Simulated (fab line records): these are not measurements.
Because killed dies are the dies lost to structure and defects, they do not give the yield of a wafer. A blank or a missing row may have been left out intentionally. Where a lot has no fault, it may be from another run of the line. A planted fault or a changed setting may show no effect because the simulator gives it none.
The tool behind it: which one?	flow n5 finfet	Sampling: 15 lots, 45 wafers, 6 of 1938 route steps

## WHAT THE GAUGES SHOWED, per wafer
N5_BEOL_M4_THK_MEAS_01.
lot	measured	on	M4_ILD_THK (nm)
L867	day 7 13:33	film metro-02	79.6 78.8 81.0
L869	day 8 00:21	film metro-01	77.7 77.6 79.9
L868	day 8 00:54	film metro-02	78.4 77.2 78.6
L872	day 8 18:56	film metro-01	79.5 79.8 79.8
L871	day 8 21:22	film metro-02	79.2 80.4 80.0
L873	day 9 03:59	film metro-01	79.0 79.8 80.2
L874	day 9 11:46	film metro-01	78.5 77.1 38.3
L875	day 10 02:57	film metro-01	79.7 81.2 81.1
L876	day 10 04:11	film metro-01	79.3 79.1 78.8
L877	day 10 06:15	film metro-02	79.4 81.4 39.0
L878	day 10 09:15	film metro-02	78.2 79.3 40.3
L882	day 11 12:59	film metro-02	79.2 79.7 79.5
L886	day 13 02:44	film metro-02	77.6 79.8 79.0
L889	day 13 02:28	film metro-02	79.8 79.2 80.6
L888	day 13 10:29	film metro-02	78.6 78.5 77.9

N5_BEOL_M4_RC_MEAS_101.
lot	measured	on	DIBL_N (mV/V)	DIBL_P (mV/V)	IOFF_N (nA/um)	IOFF_P (nA/um)	ION_N (uA/um)	ION_P (uA/um)	SS_N (mV/dec)	SS_P (mV/dec)	VT_N (mV)	VT_P (mV)
L867	day 8 04:08	prober-02	35.6 35.5 35.9	34.2 34.0 33.5	0.159 0.150 0.156	0.222 0.217 0.207	675 666 667	464 461 457	71.5 72.1 71.5	73.0 72.8 72.6	246.2 250.6 248.4	-248.6 -248.1 -250.1
L869	day 8 10:27	prober-02	35.7 34.0 36.6	36.3 33.5 37.3	0.169 0.136 0.185	0.208 0.173 0.220	679 663 680	460 454 463	71.8 71.2 72.8	73.6 72.4 72.9	247.4 252.1 247.1	-251.9 -254.5 -251.7
L868	day 8 12:51	prober-02	37.0 37.4 35.8	36.3 37.6 35.2	0.171 0.182 0.143	0.212 0.231 0.192	677 680 673	457 462 457	72.1 71.4 71.3	73.2 73.9 73.3	249.5 246.6 249.4	-248.3 -246.2 -250.7
L872	day 9 07:47	prober-02	35.1 32.9 33.3	35.5 32.3 33.4	0.141 0.109 0.113	0.200 0.162 0.169	668 660 665	464 461 465	71.0 70.1 71.1	73.1 71.7 72.5	250.5 255.8 254.9	-250.8 -251.4 -250.0
L871	day 9 08:05	prober-01	37.7 36.2 37.6	37.3 35.6 38.0	0.194 0.164 0.195	0.240 0.216 0.256	682 675 681	469 465 470	72.6 71.2 71.1	73.0 72.9 73.4	245.2 248.1 243.1	-246.3 -247.6 -247.4
L873	day 9 13:36	prober-02	34.7 37.3 35.3	35.5 38.2 35.8	0.136 0.170 0.142	0.218 0.266 0.223	673 675 679	467 472 474	71.1 72.1 71.8	72.3 73.3 72.5	249.2 248.7 250.7	-247.6 -243.5 -248.0
L874	day 10 06:52	prober-02	37.2 35.3	36.4 34.1	0.155 0.128	0.213 0.190	672 656	463 456	72.2 71.9	73.2 72.2	249.8 253.4	-249.4 -249.6
L875	day 10 09:53	prober-01	35.3 35.4 35.5	34.7 34.5 34.6	0.144 0.139 0.142	0.198 0.194 0.196	676 667 668	461 460 455	70.3 70.1 71.1	72.7 73.5 73.1	252.4 251.9 251.9	-253.1 -251.6 -250.6
L876	day 10 13:04	prober-02	37.8 37.2 37.6	38.1 36.9 38.3	0.183 0.177 0.184	0.241 0.222 0.236	682 690 684	470 469 469	71.0 71.2 71.0	72.9 73.4 73.7	244.8 247.2 247.3	-247.0 -250.9 -250.2
L877	day 10 13:40	prober-01	35.9 35.2	36.0 35.3	0.162 0.151	0.199 0.188	670 678	461 465	71.2 71.4	72.5 72.7	247.1 245.8	-250.7 -251.3
L878	day 10 16:58	prober-02	36.5 33.9	36.7 34.2	0.175 0.130	0.234 0.192	696 676	470 469	71.0 71.2	74.0 73.2	247.7 251.0	-250.7 -249.3
L882	day 11 22:10	prober-01	35.8 36.7 33.9	35.4 36.7 33.8	0.154 0.179 0.128	0.198 0.222 0.175	684 679 664	464 465 457	71.5 71.5 71.3	72.8 73.8 72.9	249.4 247.4 250.7	-249.8 -249.7 -252.9
L886	day 13 14:47	prober-01	34.5 35.3 32.4	35.4 36.1 33.1	0.140 0.154 0.116	0.186 0.202 0.156	673 676 664	460 459 457	71.1 72.1 70.8	72.7 72.4 72.0	249.2 250.1 254.7	-253.0 -250.4 -251.6
L889	day 13 10:26	prober-02	38.9 38.1 37.4	38.9 36.9 36.3	0.200 0.182 0.172	0.240 0.209 0.203	683 680 680	463 460 462	71.4 71.7 71.7	74.7 73.5 73.1	246.9 248.8 250.2	-249.0 -250.7 -252.5
L888	day 14 02:27	prober-01	34.8 35.9 35.1	33.5 35.1 33.4	0.121 0.141 0.122	0.176 0.204 0.179	667 671 669	466 468 464	71.0 71.4 70.9	72.4 73.3 73.0	252.6 251.9 252.8	-252.6 -248.8 -248.2

## WHICH TOOL RAN EACH LOT (tool, then ch and the chambers of the sampled wafers, then the start)
lot	N5_BEOL_M3_SPUTTER_86	N5_BEOL_M3_SPUTTER_94	N5_BEOL_M3_SPUTTER_96	N5_BEOL_M4_ILD_DEP_00
L867	pvd sputter-02, day 7 10:37	pvd sputter-02, day 7 11:30	pvd sputter-02, day 7 11:43	pecvd-01 ch 0,1,2, day 7 13:29
L869	pvd sputter-02, day 7 22:03	pvd sputter-02, day 7 22:56	pvd sputter-02, day 7 23:09	pecvd-03 ch 1,2, day 8 00:17
L868	pvd sputter-01, day 7 22:32	pvd sputter-01, day 7 23:29	pvd sputter-01, day 7 23:43	pecvd-04 ch 1,2, day 8 00:50
L872	pvd sputter-01, day 8 16:38	pvd sputter-01, day 8 17:31	pvd sputter-01, day 8 17:44	pecvd-01 ch 0,1,2, day 8 18:52
L871	pvd sputter-01, day 8 18:35	pvd sputter-01, day 8 19:28	pvd sputter-01, day 8 19:41	pecvd-04 ch 0,1,2, day 8 21:19
L873	pvd sputter-02, day 9 01:40	pvd sputter-02, day 9 02:33	pvd sputter-02, day 9 02:46	pecvd-01 ch 0,1,2, day 9 03:55
L874	pvd sputter-03, day 9 09:27	pvd sputter-03, day 9 10:20	pvd sputter-03, day 9 10:33	pecvd-01 ch 0,1, day 9 11:41
L875	pvd sputter-02, day 10 00:37	pvd sputter-02, day 10 01:30	pvd sputter-02, day 10 01:43	pecvd-03 ch 0,1, day 10 02:53
L876	pvd sputter-03, day 10 01:47	pvd sputter-03, day 10 02:40	pvd sputter-03, day 10 02:53	pecvd-03 ch 0,1, day 10 04:07
L877	pvd sputter-01, day 10 03:58	pvd sputter-01, day 10 04:51	pvd sputter-01, day 10 05:04	pecvd-01 ch 0,1,2, day 10 06:11
L878	pvd sputter-01, day 10 06:58	pvd sputter-01, day 10 07:51	pvd sputter-01, day 10 08:04	pecvd-01 ch 0,1,2, day 10 09:11
L882	pvd sputter-03, day 11 10:33	pvd sputter-03, day 11 11:26	pvd sputter-03, day 11 11:39	pecvd-04 ch 0,2, day 11 12:55
L886	pvd sputter-01, day 12 12:20	pvd sputter-01, day 12 13:13	pvd sputter-01, day 13 01:14	pecvd-01 ch 0,1, day 13 02:40
L889	pvd sputter-02, day 12 23:57	pvd sputter-02, day 13 00:50	pvd sputter-02, day 13 01:03	pecvd-01 ch 0,1, day 13 02:23
L888	pvd sputter-02, day 13 08:11	pvd sputter-02, day 13 09:04	pvd sputter-02, day 13 09:17	pecvd-01 ch 0,1, day 13 10:25
- N5_BEOL_M3_SPUTTER_86: material Cu, target thk 4.5 nm, time 8.29 s.
- N5_BEOL_M3_SPUTTER_94: material Cu, target thk 4.5 nm, time 8.29 s.
- N5_BEOL_M3_SPUTTER_96: material Cu, target thk 4.5 nm, time 8.29 s.
- N5_BEOL_M4_ILD_DEP_00: deposits SiOC from DEMS/O2, target thk 79 nm, time 15.3 s.

## WHAT THE TOOLS THEMSELVES READ (means of the sampled wafers that have a number; where no wafer has one, the mark that the record gives instead)
N5_BEOL_M3_SPUTTER_86.
lot	tool	susceptor temp C (C)	throttle valve pct (%)
L867	pvd sputter-02	-19.91	29.2
L869	pvd sputter-02	-20.08	29.5
L868	pvd sputter-01	-20.11	30.1
L872	pvd sputter-01	-19.99	30.3
L871	pvd sputter-01	-20.04	30.7
L873	pvd sputter-02	-20.01	29.3
L874	pvd sputter-03	-20.06	29.5
L875	pvd sputter-02	-19.98	29.4
L876	pvd sputter-03	-20.02	29.8
L877	pvd sputter-01	-20.01	30.7
L878	pvd sputter-01	-19.95	30.6
L882	pvd sputter-03	-20.07	30.3
L886	pvd sputter-01	-20.07	30.9
L889	pvd sputter-02	-20.11	29.0
L888	pvd sputter-02	-20.02	29.4

N5_BEOL_M3_SPUTTER_94.
lot	tool	susceptor temp C (C)	throttle valve pct (%)
L867	pvd sputter-02	-20.04	29.2
L869	pvd sputter-02	-19.99	29.4
L868	pvd sputter-01	-20.09	29.9
L872	pvd sputter-01	-20.00	30.1
L871	pvd sputter-01	-20.05	30.6
L873	pvd sputter-02	-19.98	29.4
L874	pvd sputter-03	-20.19	29.6
L875	pvd sputter-02	-20.00	29.4
L876	pvd sputter-03	-20.00	30.0
L877	pvd sputter-01	-19.91	30.7
L878	pvd sputter-01	-20.17	30.4
L882	pvd sputter-03	-19.92	30.3
L886	pvd sputter-01	-20.02	30.9
L889	pvd sputter-02	-19.99	29.0
L888	pvd sputter-02	-20.05	29.6

N5_BEOL_M3_SPUTTER_96.
lot	tool	susceptor temp C (C)	throttle valve pct (%)
L867	pvd sputter-02	-20.07	29.2
L869	pvd sputter-02	-20.12	29.4
L868	pvd sputter-01	-19.92	30.0
L872	pvd sputter-01	-19.98	30.1
L871	pvd sputter-01	-19.96	30.8
L873	pvd sputter-02	-19.94	29.4
L874	pvd sputter-03	-19.99	29.6
L875	pvd sputter-02	-20.04	29.2
L876	pvd sputter-03	-20.04	29.7
L877	pvd sputter-01	-20.01	30.5
L878	pvd sputter-01	-19.94	30.5
L882	pvd sputter-03	-20.07	30.2
L886	pvd sputter-01	-20.01	30.9
L889	pvd sputter-02	-19.91	28.9
L888	pvd sputter-02	-19.99	29.5

N5_BEOL_M4_ILD_DEP_00.
lot	tool	heater power w (W)	showerhead plenum p Torr (Torr)	susceptor temp C (C)	throttle valve pct (%)
L867	pecvd-01	444	5.693	349.83	12.3
L869	pecvd-03	528	5.688	349.95	11.8
L868	pecvd-04	447	5.696	349.95	11.4
L872	pecvd-01	412	5.708	350.04	12.3
L871	pecvd-04	459	5.698	349.77	12.2
L873	pecvd-01	471	5.702	349.96	12.5
L874	pecvd-01	428	5.704	349.92	12.4
L875	pecvd-03	489	5.706	349.95	11.5
L876	pecvd-03	474	5.701	349.91	11.6
L877	pecvd-01	467	5.697	349.98	12.3
L878	pecvd-01	447	5.692	350.09	12.5
L882	pecvd-04	434	5.695	349.96	11.7
L886	pecvd-01	467	5.703	349.88	12.6
L889	pecvd-01	485	5.701	350.30	12.4
L888	pecvd-01	461	5.706	350.01	12.4

## THE ANSWER, worked out from the rows above alone
Rule: the usual values come from the lots themselves. Put in order of their means at a reading, lots are off if they are a third of the lots or fewer, leave a main group of 4 or more, and stand apart from it by a gap of 3 or more times the standard deviation of the main group's means; of several such gaps the widest counts. Not used: any main group whose means are identical at the precision the tables above print for the reading. Also off: a lot with no number at a reading for which 4 or more lots have one. Where the step has rows for the other lots, those lots are counted as sound. First the gauges in route order, then the tools' own readings, where a lot's mean is used as printed above. At the first step where some lot is off, the reading lying furthest off is the one used; lots without a number count as furthest.
Off: at N5_BEOL_M4_THK_MEAS_01 (M4_ILD_THK), L874, L877, L878. The main group has a mean of 79.3 nm with a standard deviation of 0.74.
If a tool, at a process step before that reading, ran all the lots that are off and no sound lot after the first of them, it fits. The gauges at N5_BEOL_M4_THK_MEAS_01 are tried like those tools. Of those tried, none fits.

## WHAT THE SIMULATOR HAD PUT IN
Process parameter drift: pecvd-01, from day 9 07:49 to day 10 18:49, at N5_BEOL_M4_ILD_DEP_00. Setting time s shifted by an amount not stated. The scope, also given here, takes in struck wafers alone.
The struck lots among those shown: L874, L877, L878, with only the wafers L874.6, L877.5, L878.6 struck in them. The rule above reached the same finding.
